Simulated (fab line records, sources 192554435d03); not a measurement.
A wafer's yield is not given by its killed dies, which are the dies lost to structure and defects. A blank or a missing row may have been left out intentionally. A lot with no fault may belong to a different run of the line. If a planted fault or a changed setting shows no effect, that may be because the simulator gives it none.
Which of the tools did it? || flow n5_finfet || 11 lots with 32 wafers sampled at 5 steps, on a route of 1938 steps

== WHAT THE GAUGES READ, wafer by wafer ==
N5_BEOL_M11_INSPECT_58: inspects for defects (darkfield). Usual: 73 for raw_defect_count, sd 24.
{"lot": "L550", "measured": "day 10 17:07", "on": "defect_inspect-01", "raw_defect_count": "43 64 49", "flag": ""}
{"lot": "L551", "measured": "day 10 18:22", "on": "defect_inspect-02", "raw_defect_count": "54 56 37", "flag": ""}
{"lot": "L552", "measured": "day 11 01:41", "on": "defect_inspect-02", "raw_defect_count": "48 76 42", "flag": ""}
{"lot": "L560", "measured": "day 13 06:41", "on": "defect_inspect-02", "raw_defect_count": "68 96 76", "flag": ""}
{"lot": "L561", "measured": "day 13 13:26", "on": "defect_inspect-02", "raw_defect_count": "70 99 59", "flag": ""}
{"lot": "L562", "measured": "day 13 12:22", "on": "defect_inspect-02", "raw_defect_count": "47 47 83", "flag": ""}
{"lot": "L566", "measured": "day 14 15:35", "on": "defect_inspect-02", "raw_defect_count": "121 97 63", "flag": ""}
{"lot": "L565", "measured": "day 14 23:25", "on": "defect_inspect-02", "raw_defect_count": "71 84 69", "flag": ""}
{"lot": "L567", "measured": "day 15 01:39", "on": "defect_inspect-02", "raw_defect_count": "103 35", "flag": ""}
{"lot": "L571", "measured": "day 15 17:49", "on": "defect_inspect-02", "raw_defect_count": "53 119 50", "flag": ""}
{"lot": "L572", "measured": "day 15 23:58", "on": "defect_inspect-02", "raw_defect_count": "61 86 60", "flag": ""}

== TOOL THAT RAN EACH LOT (tool first, then ch and the chambers of the sampled wafers, then the start) ==
{"lot": "L550", "N5_BEOL_M11_PECVD_70": "pecvd-02 ch 0,1,2, day 10 10:37", "N5_BEOL_M11_PRE_CLEAN_45": "pvd_sputter-03, day 10 14:43", "N5_BEOL_M11_SPUTTER_48": "pvd_sputter-03, day 10 15:38", "N5_BEOL_M11_CMP_52": "cmp-04 ch 0,3, day 10 16:41"}
{"lot": "L551", "N5_BEOL_M11_PECVD_70": "pecvd-03 ch 0,1, day 10 12:22", "N5_BEOL_M11_PRE_CLEAN_45": "pvd_sputter-03, day 10 15:50", "N5_BEOL_M11_SPUTTER_48": "pvd_sputter-02, day 10 16:55", "N5_BEOL_M11_CMP_52": "cmp-04 ch 1,3, day 10 17:55"}
{"lot": "L552", "N5_BEOL_M11_PECVD_70": "pecvd-03 ch 0,1,2, day 10 17:09", "N5_BEOL_M11_PRE_CLEAN_45": "pvd_sputter-03, day 10 23:22", "N5_BEOL_M11_SPUTTER_48": "pvd_sputter-03, day 11 00:04", "N5_BEOL_M11_CMP_52": "cmp-01 ch 1,2,3, day 11 01:17"}
{"lot": "L560", "N5_BEOL_M11_PECVD_70": "pecvd-03 ch 0,1, day 12 22:40", "N5_BEOL_M11_PRE_CLEAN_45": "pvd_sputter-03, day 13 04:20", "N5_BEOL_M11_SPUTTER_48": "pvd_sputter-03, day 13 05:04", "N5_BEOL_M11_CMP_52": "cmp-03 ch 0,1,3, day 13 06:16"}
{"lot": "L561", "N5_BEOL_M11_PECVD_70": "pecvd-03 ch 0,2, day 13 05:39", "N5_BEOL_M11_PRE_CLEAN_45": "pvd_sputter-01, day 13 11:31", "N5_BEOL_M11_SPUTTER_48": "pvd_sputter-01, day 13 12:23", "N5_BEOL_M11_CMP_52": "cmp-04 ch 0,1,2, day 13 12:59"}
{"lot": "L562", "N5_BEOL_M11_PECVD_70": "pecvd-02 ch 0,1,2, day 13 07:22", "N5_BEOL_M11_PRE_CLEAN_45": "pvd_sputter-03, day 13 10:43", "N5_BEOL_M11_SPUTTER_48": "pvd_sputter-01, day 13 11:16", "N5_BEOL_M11_CMP_52": "cmp-01 ch 1,2,3, day 13 11:55"}
{"lot": "L566", "N5_BEOL_M11_PECVD_70": "pecvd-02 ch 0,1,2, day 14 08:13", "N5_BEOL_M11_PRE_CLEAN_45": "pvd_sputter-01, day 14 13:09", "N5_BEOL_M11_SPUTTER_48": "pvd_sputter-01, day 14 14:37", "N5_BEOL_M11_CMP_52": "cmp-04 ch 0,2,3, day 14 15:08"}
{"lot": "L565", "N5_BEOL_M11_PECVD_70": "pecvd-01 ch 0,1,2, day 14 14:51", "N5_BEOL_M11_PRE_CLEAN_45": "pvd_sputter-03, day 14 20:53", "N5_BEOL_M11_SPUTTER_48": "pvd_sputter-01, day 14 22:25", "N5_BEOL_M11_CMP_52": "cmp-03 ch 0,3, day 14 22:58"}
{"lot": "L567", "N5_BEOL_M11_PECVD_70": "pecvd-01 ch 2, day 14 18:54", "N5_BEOL_M11_PRE_CLEAN_45": "pvd_sputter-03, day 14 23:39", "N5_BEOL_M11_SPUTTER_48": "pvd_sputter-02, day 15 00:29", "N5_BEOL_M11_CMP_52": "cmp-01 ch 1,2, day 15 01:12"}
{"lot": "L571", "N5_BEOL_M11_PECVD_70": "pecvd-01 ch 0,1,2, day 15 11:34", "N5_BEOL_M11_PRE_CLEAN_45": "pvd_sputter-02, day 15 16:00", "N5_BEOL_M11_SPUTTER_48": "pvd_sputter-01, day 15 16:35", "N5_BEOL_M11_CMP_52": "cmp-04 ch 0,2,3, day 15 17:20"}
{"lot": "L572", "N5_BEOL_M11_PECVD_70": "pecvd-01 ch 0,1,2, day 15 15:30", "N5_BEOL_M11_PRE_CLEAN_45": "pvd_sputter-01, day 15 22:17", "N5_BEOL_M11_SPUTTER_48": "pvd_sputter-01, day 15 22:59", "N5_BEOL_M11_CMP_52": "cmp-04 ch 0,1,2, day 15 23:32"}
- N5_BEOL_M11_PECVD_70: deposits SiO2 from TEOS/O2, target thk 20 nm, time 22.7 s.
- N5_BEOL_M11_PRE_CLEAN_45: time 30 s.
- N5_BEOL_M11_SPUTTER_48: material Cu, target thk 12 nm, time 2 s.
- N5_BEOL_M11_CMP_52: polishes, stops on SiCOH lowk, t overpolish 7 s, target thk 140 nm.

== WHAT THE TOOLS THEMSELVES READ (means of the sampled wafers that have a number; where no wafer has one, the mark that the record gives instead) ==
N5_BEOL_M11_PECVD_70. Usual: chamber_pressure_Torr 5.499 Torr, standard deviation 0.012; heater_power_outer_w 404 W, standard deviation 71; heater_power_w 697 W, standard deviation 110; rf_fwd_power_W 444.7 W, standard deviation 2.3; showerhead_plenum_p_Torr 8.77 Torr, standard deviation 0.05; throttle_valve_pct 22.6 %, standard deviation 1.4.
{"lot": "L550", "tool": "pecvd-02", "chamber_pressure_Torr (Torr)": 5.496, "heater_power_outer_w (W)": 440, "heater_power_w (W)": 742, "rf_fwd_power_W (W)": 441.2, "showerhead_plenum_p_Torr (Torr)": 8.77, "throttle_valve_pct (%)": 21.9, "flag": ""}
{"lot": "L551", "tool": "pecvd-03", "chamber_pressure_Torr (Torr)": 5.500, "heater_power_outer_w (W)": 442, "heater_power_w (W)": 779, "rf_fwd_power_W (W)": 447.8, "showerhead_plenum_p_Torr (Torr)": 8.78, "throttle_valve_pct (%)": 23.5, "flag": ""}
{"lot": "L552", "tool": "pecvd-03", "chamber_pressure_Torr (Torr)": 5.478, "heater_power_outer_w (W)": 386, "heater_power_w (W)": 679, "rf_fwd_power_W (W)": 446.1, "showerhead_plenum_p_Torr (Torr)": 8.79, "throttle_valve_pct (%)": 23.2, "flag": ""}
{"lot": "L560", "tool": "pecvd-03", "chamber_pressure_Torr (Torr)": 5.499, "heater_power_outer_w (W)": 473, "heater_power_w (W)": 815, "rf_fwd_power_W (W)": 443.0, "showerhead_plenum_p_Torr (Torr)": 8.79, "throttle_valve_pct (%)": 23.6, "flag": ""}
{"lot": "L561", "tool": "pecvd-03", "chamber_pressure_Torr (Torr)": 5.493, "heater_power_outer_w (W)": 385, "heater_power_w (W)": 661, "rf_fwd_power_W (W)": 447.8, "showerhead_plenum_p_Torr (Torr)": 8.79, "throttle_valve_pct (%)": 21.9, "flag": ""}
{"lot": "L562", "tool": "pecvd-02", "chamber_pressure_Torr (Torr)": 5.498, "heater_power_outer_w (W)": 460, "heater_power_w (W)": 772, "rf_fwd_power_W (W)": 442.7, "showerhead_plenum_p_Torr (Torr)": 8.76, "throttle_valve_pct (%)": 22.0, "flag": ""}
{"lot": "L566", "tool": "pecvd-02", "chamber_pressure_Torr (Torr)": 5.490, "heater_power_outer_w (W)": 449, "heater_power_w (W)": 750, "rf_fwd_power_W (W)": 441.3, "showerhead_plenum_p_Torr (Torr)": 8.77, "throttle_valve_pct (%)": 22.0, "flag": ""}
{"lot": "L565", "tool": "pecvd-01", "chamber_pressure_Torr (Torr)": 5.498, "heater_power_outer_w (W)": 370, "heater_power_w (W)": 644, "rf_fwd_power_W (W)": 445.8, "showerhead_plenum_p_Torr (Torr)": 8.73, "throttle_valve_pct (%)": 22.3, "flag": ""}
{"lot": "L567", "tool": "pecvd-01", "chamber_pressure_Torr (Torr)": 5.489, "heater_power_outer_w (W)": 344, "heater_power_w (W)": 596, "rf_fwd_power_W (W)": 447.4, "showerhead_plenum_p_Torr (Torr)": 8.73, "throttle_valve_pct (%)": 22.6, "flag": ""}
{"lot": "L571", "tool": "pecvd-01", "chamber_pressure_Torr (Torr)": 5.506, "heater_power_outer_w (W)": 363, "heater_power_w (W)": 625, "rf_fwd_power_W (W)": 445.3, "showerhead_plenum_p_Torr (Torr)": 8.75, "throttle_valve_pct (%)": 22.2, "flag": ""}
{"lot": "L572", "tool": "pecvd-01", "chamber_pressure_Torr (Torr)": 5.495, "heater_power_outer_w (W)": 341, "heater_power_w (W)": 591, "rf_fwd_power_W (W)": 444.5, "showerhead_plenum_p_Torr (Torr)": 8.76, "throttle_valve_pct (%)": 22.3, "flag": ""}

N5_BEOL_M11_PRE_CLEAN_45. Usual: 328 W for heater_power_w, sd 23.
{"lot": "L550", "tool": "pvd_sputter-03", "heater_power_w (W)": 301, "flag": ""}
{"lot": "L551", "tool": "pvd_sputter-03", "heater_power_w (W)": 321, "flag": ""}
{"lot": "L552", "tool": "pvd_sputter-03", "heater_power_w (W)": 311, "flag": ""}
{"lot": "L560", "tool": "pvd_sputter-03", "heater_power_w (W)": 321, "flag": ""}
{"lot": "L561", "tool": "pvd_sputter-01", "heater_power_w (W)": 353, "flag": ""}
{"lot": "L562", "tool": "pvd_sputter-03", "heater_power_w (W)": 321, "flag": ""}
{"lot": "L566", "tool": "pvd_sputter-01", "heater_power_w (W)": 342, "flag": ""}
{"lot": "L565", "tool": "pvd_sputter-03", "heater_power_w (W)": 321, "flag": ""}
{"lot": "L567", "tool": "pvd_sputter-03", "heater_power_w (W)": 331, "flag": ""}
{"lot": "L571", "tool": "pvd_sputter-02", "heater_power_w (W)": 318, "flag": ""}
{"lot": "L572", "tool": "pvd_sputter-01", "heater_power_w (W)": 339, "flag": ""}

N5_BEOL_M11_SPUTTER_48. Usual: 30.3 % for throttle_valve_pct, sd 0.9.
{"lot": "L550", "tool": "pvd_sputter-03", "throttle_valve_pct (%)": 30.6, "flag": ""}
{"lot": "L551", "tool": "pvd_sputter-02", "throttle_valve_pct (%)": 30.6, "flag": ""}
{"lot": "L552", "tool": "pvd_sputter-03", "throttle_valve_pct (%)": 30.2, "flag": ""}
{"lot": "L560", "tool": "pvd_sputter-03", "throttle_valve_pct (%)": 30.3, "flag": ""}
{"lot": "L561", "tool": "pvd_sputter-01", "throttle_valve_pct (%)": 29.7, "flag": ""}
{"lot": "L562", "tool": "pvd_sputter-01", "throttle_valve_pct (%)": 29.6, "flag": ""}
{"lot": "L566", "tool": "pvd_sputter-01", "throttle_valve_pct (%)": 30.3, "flag": ""}
{"lot": "L565", "tool": "pvd_sputter-01", "throttle_valve_pct (%)": 30.0, "flag": ""}
{"lot": "L567", "tool": "pvd_sputter-02", "throttle_valve_pct (%)": 30.7, "flag": ""}
{"lot": "L571", "tool": "pvd_sputter-01", "throttle_valve_pct (%)": 29.4, "flag": ""}
{"lot": "L572", "tool": "pvd_sputter-01", "throttle_valve_pct (%)": 29.7, "flag": ""}

N5_BEOL_M11_CMP_52. Usual: barrier_field_endpoint_s 29.0 s, standard deviation 0.64; motor_current_A 6.1 A, standard deviation 0.57.
{"lot": "L550", "tool": "cmp-04", "barrier_field_endpoint_s (s)": 29.5, "motor_current_A (A)": 6.1, "flag": ""}
{"lot": "L551", "tool": "cmp-04", "barrier_field_endpoint_s (s)": 30.0, "motor_current_A (A)": 6.2, "flag": ""}
{"lot": "L552", "tool": "cmp-01", "barrier_field_endpoint_s (s)": 28.4, "motor_current_A (A)": 6.4, "flag": ""}
{"lot": "L560", "tool": "cmp-03", "barrier_field_endpoint_s (s)": 23.2, "motor_current_A (A)": 6.3, "flag": "OFF"}
{"lot": "L561", "tool": "cmp-04", "barrier_field_endpoint_s (s)": 26.7, "motor_current_A (A)": 5.6, "flag": "OFF"}
{"lot": "L562", "tool": "cmp-01", "barrier_field_endpoint_s (s)": 29.1, "motor_current_A (A)": 6.4, "flag": ""}
{"lot": "L566", "tool": "cmp-04", "barrier_field_endpoint_s (s)": 29.1, "motor_current_A (A)": 5.9, "flag": ""}
{"lot": "L565", "tool": "cmp-03", "barrier_field_endpoint_s (s)": 28.6, "motor_current_A (A)": 6.2, "flag": ""}
{"lot": "L567", "tool": "cmp-01", "barrier_field_endpoint_s (s)": 29.3, "motor_current_A (A)": 6.5, "flag": ""}
{"lot": "L571", "tool": "cmp-04", "barrier_field_endpoint_s (s)": 29.5, "motor_current_A (A)": 6.1, "flag": ""}
{"lot": "L572", "tool": "cmp-04", "barrier_field_endpoint_s (s)": 29.9, "motor_current_A (A)": 5.5, "flag": ""}

== THE ANSWER, worked out from the rows above alone ==
Rule: lot off if the mean of its wafers having a number is beyond 3 standard deviations from the usual mean. Also off: a lot with no number at a reading for which 4 or more lots have one. Any other lot the step has rows for is counted as sound. Order of review: gauges by route order, followed by the tools' own readings, for which a lot's mean as printed above is used. The first step at which some lot is off is used, and at that step the reading that is off furthest; a lot without a number counts as furthest.
Off: L560, L561 (N5_BEOL_M11_CMP_52, barrier_field_endpoint_s).
If a tool, at that step or one of the process steps before it, ran each lot that is off and ran no sound lot following the first of them, it fits. One candidate fits, namely pecvd-03 at N5_BEOL_M11_PECVD_70. A fault onset in the window from L552 (day 10 17:09, its last sound lot) to L560 (day 12 22:40, its first lot off) fits.

== WHAT THE SIMULATOR PUT IN ==
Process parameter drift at N5_BEOL_M11_PECVD_70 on pecvd-03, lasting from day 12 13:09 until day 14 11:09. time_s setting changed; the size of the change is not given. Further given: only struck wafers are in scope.
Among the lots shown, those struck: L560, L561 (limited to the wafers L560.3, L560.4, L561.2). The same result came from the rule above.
